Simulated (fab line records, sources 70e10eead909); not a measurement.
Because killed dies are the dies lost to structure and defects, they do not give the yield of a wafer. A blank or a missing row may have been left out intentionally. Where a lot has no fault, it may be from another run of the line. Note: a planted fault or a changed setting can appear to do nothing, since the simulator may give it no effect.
fab line records ; flow nandHarc
record lots=11; wafers=33; lastDay=31
route steps=1302 shown A_M0@1152 A_M1@1180 END@1302
lots with no fault: from the same line, run without faults
startH: the number of hours between the record's first day and the start of the first shown wafer of the lot ; waitH: hours elapsed since this lot's preceding step ; " as in the row above ; L1.1+2: a row that stands for several wafers ; - no value, or no start was given ; * or withheld: withheld ; < > ~ a bound
route shown NAME@n: names a module that has steps shown in the file, with the first one's number in the route ; usual: average and standard deviation across the fault-free wafers ; same: alike in all rows ; chamber/n: place in a boat ; sites: per-site readings ; _std_site: standard deviation across them ; _edge_site: mean of outer sites minus mean of inner sites ; radiusMm: how far each site lies from the wafer's centre ; mask NAME#n: copy n ; behind: the last tool/chamber to shape the wafer ; hold: cause of the lot's hold/its duration in hours/its outcome ; device: the n, p or np transistor that did not switch ; end of line: tests run on the same wafers once the route is complete ; a step given without rows: its recipe and nothing more ; killed: not the wafer's yield, but the dies lost to structure and defects at the first sort ; map: per-die view of a wafer (x killed, . not killed, _ where there is no die)
set.NAME: the setting that was run; set.NAME@STEP: the one run at that earlier step ; model.NAME: the simulator's own value behind a step, which no gauge read
a sample of lots followed through the steps of the route, with each step as a table and each wafer as a row
services: when a tool's chamber went out of use (startH, in hours from the record's first day, below 0 if earlier), for how many hours, and the reason
## steps
# step NHARC_A_M0_ETCH_15
# recipe targetDepthA=1500; overetchA=150; timeS=82.5; c4f8FlowSccm=withheld; arFlowSccm=400; rfW=600; biasW=300; chemistry=C4F8/Ar
# usual biasW=300.0/0.91; oesProductAu=0.953/0.021; rfVppV=440.3/2.9
lot.wafer;tool;chamber;startH;waitH;biasW;oesProductAu;rfHoursCounterH;rfVppV
L723.1;rieDiel-01;2;-;-;299.7;0.968;6.9;436.2
L723.3;rieDiel-01;3;-;-;299.5;0.969;6.2;444.1
L723.4;rieDiel-01;0;-;-;301.4;0.964;6.4;441.3
L726.1;rieDiel-08;3;-;-;301.1;0.965;0.1;441.5
L726.4;rieDiel-08;1;-;-;299.6;0.969;0.1;443.6
L726.3;rieDiel-08;2;-;-;299.2;0.958;0.1;436.9
L725.2;rieDiel-11;2;-;-;300.3;0.943;6.9;438.2
L725.1;rieDiel-11;3;-;-;299.5;0.967;6.2;441.2
L725.6;rieDiel-11;2;-;-;299.8;0.949;-;438.8
L727.2;rieDiel-08;1;-;-;299.3;0.966;0.5;444.7
L727.3;rieDiel-08;3;-;-;300.3;0.977;0.4;440.1
L727.5;rieDiel-08;0;-;-;301.0;0.981;-;435.6
L728.3;rieDiel-01;1;-;-;301.6;0.932;1.0;439.7
L728.4;rieDiel-01;3;-;-;298.7;0.923;1.1;446.4
L728.6;rieDiel-01;1;-;-;299.6;0.936;-;439.5
L730.1;rieDiel-08;2;-;-;300.1;0.949;2.2;436.3
L730.2;rieDiel-08;3;-;-;298.3;0.952;2.1;441.3
L730.5;rieDiel-08;2;-;-;300.2;0.957;-;436.8
L731.2;rieDiel-01;3;-;-;299.9;0.969;1.8;445.7
L731.3;rieDiel-01;0;-;-;300.5;0.968;1.8;441.2
L731.5;rieDiel-01;0;-;-;300.6;0.969;-;442.0
L734.3;rieDiel-01;2;-;-;300.9;0.920;3.7;436.0
L734.2;rieDiel-01;3;-;-;300.3;0.924;3.9;444.2
L734.6;rieDiel-01;0;-;-;301.0;0.921;-;441.9
L736.1;rieDiel-01;2;-;-;299.4;0.925;4.2;436.4
L736.2;rieDiel-01;0;-;-;297.9;0.937;4.3;441.2
L736.5;rieDiel-01;0;-;-;299.5;0.927;-;441.0
L737.1;rieDiel-11;2;-;-;298.6;0.959;3.3;438.8
L737.2;rieDiel-11;0;-;-;300.2;0.974;2.7;441.9
L737.4;rieDiel-11;1;-;-;300.4;0.955;-;440.0
L743.3;rieDiel-11;2;-;-;299.3;0.927;6.0;439.1
L743.4;rieDiel-11;3;-;-;300.0;0.914;5.8;442.3
L743.5;rieDiel-11;2;-;-;300.4;0.917;-;440.7
# step NHARC_A_M0_CMP_23
# recipe tOverpolishS=20; targetThkNm=113.75
# usual motorCurrentA=12.0/1.2; slurryFlowMlMin=149.9/0.49; timeToEndpointS=28.5/2.6
lot.wafer;tool;chamber;startH;waitH;motorCurrentA;slurryFlowMlMin;timeToEndpointS
L723.3;cmp-03;3;552.61;-;10.6;149.4;29.8
L723.4;cmp-03;1;552.61;-;11.9;150.1;28.1
L723.1;cmp-03;2;552.61;-;10.1;150.1;28.7
L726.3;cmp-01;1;567.12;-;12.4;149.8;27.9
L726.4;cmp-01;2;567.12;-;13.4;150.3;26.8
L726.1;cmp-01;3;567.12;-;12.9;150.3;26.1
L725.2;cmp-01;3;568.40;-;13.0;149.6;34.1
L725.1;cmp-01;0;568.40;-;11.6;150.0;30.3
L725.6;cmp-01;3;568.40;-;13.6;149.8;31.2
L727.2;cmp-02;2;577.45;-;10.1;149.3;27.5
L727.3;cmp-02;3;577.45;-;11.2;149.7;26.8
L727.5;cmp-02;1;577.45;-;11.4;150.1;25.1
L728.3;cmp-02;1;593.94;-;11.8;150.3;29.9
L728.4;cmp-02;0;593.94;-;13.7;150.6;31.8
L728.6;cmp-02;2;593.94;-;10.1;151.1;31.7
L730.1;cmp-01;1;607.70;-;12.2;150.0;30.5
L730.2;cmp-01;2;607.70;-;13.3;150.1;30.5
L730.5;cmp-01;0;607.70;-;11.8;150.6;31.7
L731.2;cmp-03;3;611.51;-;11.1;149.4;22.1
L731.3;cmp-03;1;611.51;-;12.0;150.1;27.6
L731.5;cmp-03;2;611.51;-;10.5;150.1;26.2
L734.2;cmp-02;1;644.16;-;11.2;149.5;30.9
L734.3;cmp-02;2;644.16;-;10.3;149.8;34.0
L734.6;cmp-02;3;644.16;-;11.6;149.6;30.3
L736.2;cmp-01;2;655.49;-;13.4;150.1;28.9
L736.1;cmp-01;3;655.49;-;13.2;149.2;28.6
L736.5;cmp-01;2;655.49;-;13.4;150.5;28.2
L737.2;cmp-03;3;665.03;-;11.1;149.7;25.8
L737.4;cmp-03;0;665.03;-;11.9;149.4;26.6
L737.1;cmp-03;1;665.03;-;12.4;150.3;27.4
L743.4;cmp-02;2;712.92;-;10.2;149.8;27.4
L743.3;cmp-02;0;712.92;-;14.2;149.2;29.0
L743.5;cmp-02;1;712.92;-;11.1;150.1;27.7
# step NHARC_A_M1_OVL_MEAS_10
# recipe pitchNm=240
# usual overlayXNm=0.2/0.93; overlayYNm=-0.1/0.73
lot.wafer;tool;chamber;startH;waitH;overlayXNm;overlayYNm
L723.1;overlay-02;-;554.55;-;-0.3;-0.9
L723.3;overlay-02;-;554.55;-;0.0;-0.7
L723.4;overlay-02;-;554.55;-;0.3;-0.2
L726.1;overlay-01;-;569.00;-;0.8;-0.3
L726.3;overlay-01;-;569.00;-;0.9;-0.5
L726.4;overlay-01;-;569.00;-;0.3;-0.5
L725.1;overlay-01;-;570.38;-;-0.6;0.2
L725.2;overlay-01;-;570.38;-;-0.7;0.2
L725.6;overlay-01;-;570.38;-;-1.2;-0.1
L727.2;overlay-01;-;579.38;-;-1.6;1.9
L727.3;overlay-01;-;579.38;-;-1.8;1.0
L727.5;overlay-01;-;579.38;-;-1.1;0.9
L728.3;overlay-02;-;596.39;-;-1.2;-0.1
L728.4;overlay-02;-;596.39;-;-1.1;-0.5
L728.6;overlay-02;-;596.39;-;-1.2;-0.2
L730.1;overlay-01;-;609.58;-;0.1;0.0
L730.2;overlay-01;-;609.58;-;0.5;-0.2
L730.5;overlay-01;-;609.58;-;0.7;-0.1
L731.2;overlay-01;-;613.86;-;0.6;0.1
L731.3;overlay-01;-;613.86;-;0.1;-0.6
L731.5;overlay-01;-;613.86;-;0.3;-0.5
L734.2;overlay-01;-;646.29;-;0.9;0.2
L734.3;overlay-01;-;646.29;-;0.9;0.4
L734.6;overlay-01;-;646.29;-;0.8;-0.2
L736.1;overlay-02;-;657.62;-;0.5;0.1
L736.2;overlay-02;-;657.62;-;0.1;0.4
L736.5;overlay-02;-;657.62;-;-0.4;0.0
L737.1;overlay-02;-;666.86;-;-1.8;-1.0
L737.2;overlay-02;-;666.86;-;-2.0;-1.1
L737.4;overlay-02;-;666.86;-;-2.1;-0.8
L743.3;overlay-01;-;714.70;-;1.5;1.7
L743.4;overlay-01;-;714.70;-;0.8;1.1
L743.5;overlay-01;-;714.70;-;0.8;1.7
# step NHARC_A_M1_ETCH_35
# recipe targetDepthA=400; overetchA=120; timeS=43.94; ionEnergyEv=200; n2FlowSccm=150; h2FlowSccm=150; arFlowSccm=0; rfW=400; biasW=150; chemistry=N2/H2
# usual biasW=150.0/0.5; drypumpMotorCurrentA=5.6/0.65; oesProductAu=1.000/0.007; rfVppV=431.8/2.1; showerheadPlenumPTorr=2.09/0.071; throttleValvePct=14.171/0.01
lot.wafer;tool;chamber;startH;waitH;biasW;drypumpMotorCurrentA;oesProductAu;rfHoursCounterH;rfVppV;showerheadPlenumPTorr;throttleValvePct
L723.4;rieDiel-13;1;554.73;0.1;150.4;5.6;0.999;0.3;435.4;2.17;14.175
L723.3;rieDiel-13;2;554.73;0.1;150.0;4.7;0.999;0.4;429.1;2.03;14.197
L723.1;rieDiel-13;3;554.73;0.1;150.0;5.5;1.005;0.3;429.4;1.96;14.159
L726.3;rieDiel-13;0;569.18;0.1;149.0;6.5;0.997;0.8;428.6;2.06;14.154
L726.1;rieDiel-13;1;569.18;0.1;150.0;5.6;1.004;0.8;434.9;2.17;14.174
L726.4;rieDiel-13;3;569.18;0.1;149.3;5.5;1.005;0.8;429.4;1.96;14.140
L725.2;rieDiel-13;0;570.57;0.1;150.1;6.5;0.998;0.8;431.0;2.06;14.174
L725.1;rieDiel-13;2;570.57;0.1;150.2;4.8;1.010;0.8;430.3;2.03;14.168
L725.6;rieDiel-13;3;570.57;0.1;149.8;5.5;0.999;-;427.7;1.96;14.182
L727.2;rieDiel-07;0;579.57;0.1;149.4;5.8;1.003;4.9;431.4;2.08;14.196
L727.3;rieDiel-07;1;579.57;0.1;149.2;6.4;1.012;5.4;434.3;2.18;14.179
L727.5;rieDiel-07;2;579.57;0.1;149.9;4.6;1.001;-;432.7;2.13;14.183
L728.3;rieDiel-13;3;596.57;0.1;149.7;5.5;1.000;1.5;428.7;1.96;14.163
L728.4;rieDiel-13;2;596.57;0.1;150.3;4.7;1.011;1.5;430.7;2.03;14.168
L728.6;rieDiel-13;3;596.57;0.1;150.5;5.5;0.987;-;429.4;1.96;14.175
L730.1;rieDiel-13;0;609.76;0.1;149.3;6.5;1.003;1.8;431.1;2.06;14.161
L730.2;rieDiel-13;1;609.76;0.1;149.8;5.6;1.005;1.9;433.5;2.17;14.192
L730.5;rieDiel-13;3;609.76;0.1;150.6;5.5;0.990;-;427.9;1.96;14.163
L731.3;rieDiel-13;2;614.05;0.1;149.5;4.7;1.000;1.7;430.0;2.03;14.164
L731.2;rieDiel-13;3;614.05;0.1;150.1;5.5;0.999;1.8;429.4;1.96;14.176
L731.5;rieDiel-13;0;614.05;0.1;149.9;6.5;1.016;-;431.2;2.06;14.177
L734.3;rieDiel-13;2;646.47;0.1;149.6;4.8;1.005;2.9;429.3;2.03;14.170
L734.2;rieDiel-13;1;646.47;0.1;150.2;5.6;0.989;3.1;435.0;2.17;14.181
L734.6;rieDiel-13;2;646.47;0.1;149.1;4.7;1.004;-;430.3;2.03;14.169
L736.1;rieDiel-07;3;657.81;0.1;150.7;6.3;0.995;0.0;429.9;2.07;14.171
L736.2;rieDiel-07;0;657.81;0.1;149.7;5.8;1.001;0.0;430.8;2.08;14.146
L736.5;rieDiel-07;2;657.81;0.1;150.2;4.6;1.000;-;432.2;2.13;14.171
L737.1;rieDiel-07;2;667.04;0.1;150.7;4.6;1.007;0.2;431.2;2.13;14.162
L737.4;rieDiel-07;3;667.04;0.1;150.4;6.3;1.001;0.2;431.6;2.07;14.167
L737.2;rieDiel-07;1;667.04;0.1;149.9;6.4;1.004;0.2;432.7;2.18;14.175
L743.3;rieDiel-07;0;714.88;0.1;150.0;5.8;0.839;1.1;431.3;2.08;14.168
L743.4;rieDiel-07;2;714.88;0.1;149.4;4.6;0.997;2.8;432.7;2.13;14.173
L743.5;rieDiel-07;0;714.88;0.1;150.3;5.8;0.830;-;430.8;2.08;14.175
# step NHARC_END_SORT_01
# recipe tempC=25
# usual defectLimitedYield=91.9/2.7; killedAtArray=50/18; killedAtOther=0.8/1.1; killedAtPeriphery=4.1/2.9; killedDies=55/18; killedOpen=3.5/1.9; killedShort=2.4/1.5; sort_bin_2_pct=2.8/1.2; sort_bin_3_pct=0.6/0.37; sort_bin_4_pct=4.7/1.5; sortNPass=622/18; sortRimYieldPct=90/4.4; sortYieldPct=91.9/2.7
# same grossDies=677; sort_bin_5_pct[%]=0; sort_bin_6_pct[%]=0; sort_bin_7_pct[%]=0; sort_bin_8_pct[%]=0; sortRimNGross=106.00
lot.wafer;tool;chamber;startH;waitH;defectLimitedYield[%];killedAtArray;killedAtOther;killedAtPeriphery;killedDies;killedOpen;killedShort;sort_bin_2_pct[%];sort_bin_3_pct[%];sort_bin_4_pct[%];sortNPass;sortRimYieldPct[%];sortYieldPct[%]
L730.1;prober-01;0;647.23;2.5;87.0;83;1;4;88;3;1;4.7;1.3;6.9;589;86;87.0
L730.2;prober-01;0;648.03;2.8;88.8;75;0;1;76;3;4;4.4;0.6;6.2;601;84;88.8
L730.5;prober-01;0;650.44;3.7;88.9;70;2;3;75;2;0;4.4;1.2;5.5;602;85;88.9
L737.1;prober-01;0;718.69;2.5;95.6;28;1;1;30;8;1;0.9;0;3.5;647;96;95.6
L737.2;prober-01;0;719.49;2.8;95.0;29;1;4;34;4;1;1.3;0.4;3.2;643;94;95.0
L737.4;prober-01;0;721.10;3.4;94.4;35;0;3;38;4;2;1.6;0.3;3.7;639;93;94.4
# killed by level:class
L730.1 A_SLIT:chamberFilmFlake=33 A_CHANNEL_HOLE_D2:chamberFilmFlake=32 A_CONTACT:chamberFilmFlake=5 A_CHANNEL_HOLE_D1:chamberFilmFlake=4 A_WL_FILL:chamberFilmFlake=3 P_CONTACT:chamberFilmFlake=2 A_STAIRCASE:chamberFilmFlake=2 P_M2:geometricParticle:open=1
L730.2 A_SLIT:chamberFilmFlake=33 A_CHANNEL_HOLE_D2:chamberFilmFlake=21 A_CONTACT:chamberFilmFlake=7 A_STAIRCASE:chamberFilmFlake=3 A_CHANNEL_HOLE_D1:chamberFilmFlake=2 A_ONON_D2:geometricParticle:short=1 A_CHANNEL_FILL_D2:geometricParticle:open=1 A_CHANNEL_FILL_D2:geometricParticle:short=1
L730.5 A_CHANNEL_HOLE_D2:chamberFilmFlake=30 A_SLIT:chamberFilmFlake=26 A_CONTACT:chamberFilmFlake=4 A_CHANNEL_HOLE_D1:chamberFilmFlake=3 A_STAIRCASE:chamberFilmFlake=3 A_WL_FILL:chamberFilmFlake=3 THIN_TSV:chamberFilmFlake=2 P_GATE:geometricParticle:open=1
L737.1 A_CHANNEL_HOLE_D1:chamberFilmFlake=7 A_DECK1_JOINT:chamberFilmFlake=6 A_CONTACT:chamberFilmFlake=3 A_M0:geometricParticle:open=2 A_SOURCE_PLATE:geometricParticle:open=1 A_ONON_D1:geometricParticle:open=1 A_ONON_D1:geometricParticle:short=1 A_DECK1_JOINT:geometricParticle:open=1
L737.2 A_SLIT:chamberFilmFlake=6 A_CONTACT:chamberFilmFlake=6 A_CHANNEL_HOLE_D1:chamberFilmFlake=4 A_STAIRCASE:chamberFilmFlake=3 P_ZERO_WELL:chamberFilmFlake=2 P_M1:chamberFilmFlake=2 A_CHANNEL_FILL_D1:chamberFilmFlake=2 A_DECK1_JOINT:chamberFilmFlake=2
L737.4 A_CONTACT:chamberFilmFlake=11 A_CHANNEL_HOLE_D1:chamberFilmFlake=6 A_DECK1_JOINT:chamberFilmFlake=3 A_SLIT:chamberFilmFlake=3 P_M0:geometricParticle:open=2 A_CHANNEL_FILL_D1:chamberFilmFlake=2 A_CHANNEL_HOLE_D2:chamberFilmFlake=2 A_STAIRCASE:chamberFilmFlake=2
## services
tool;chamber;startH;hours;kind
rieDiel-13;-;539.92;0.3;repair
rieDiel-13;3;545.90;7.1;repair
cmp-01;-;550.54;1.4;repair
rieDiel-01;-;557.83;9.0;pm
cmp-02;-;558.03;1.2;repair
rieDiel-13;2;575.05;8.3;repair
cmp-01;-;577.50;4.0;pm
cmp-02;-;585.03;2.7;repair
cmp-02;-;614.07;0.3;repair
cmp-02;-;624.31;4.4;repair
cmp-02;-;628.74;4.0;pm
rieDiel-01;3;644.26;42.2;repair
rieDiel-07;-;648.21;9.0;pm
cmp-02;-;654.08;6.4;repair
cmp-01;-;658.57;0.9;repair
cmp-01;-;669.62;2.6;repair
cmp-01;-;675.50;4.0;pm
rieDiel-13;2;682.63;5.2;repair
cmp-02;-;682.73;16.2;repair
rieDiel-07;0;685.47;13.8;repair
cmp-01;-;694.22;0.7;repair
rieDiel-13;-;696.00;9.0;pm
cmp-01;-;699.79;1.4;repair
rieDiel-01;0;700.92;7.0;repair
## key
firstSign step=NHARC_A_M1_ETCH_35; reading=oesProductAu; direction=down; sigmas=24; usual=1.000; struck=0.834
effect none on later readings
metAt NHARC_A_M1_ETCH_35
struckLots L743
struckWafers L743.3,L743.5
notActingAt NHARC_A_M0_ETCH_15,NHARC_A_M0_CMP_23,NHARC_A_M1_OVL_MEAS_10
onsetBetween 657.81 714.88
fault kind=processParameterDrift; tool=rieDiel-07; chamber=0; onsetH=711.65; steps=NHARC_A_M1_ETCH_35; channel=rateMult; offset=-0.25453; shape=step; endH=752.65
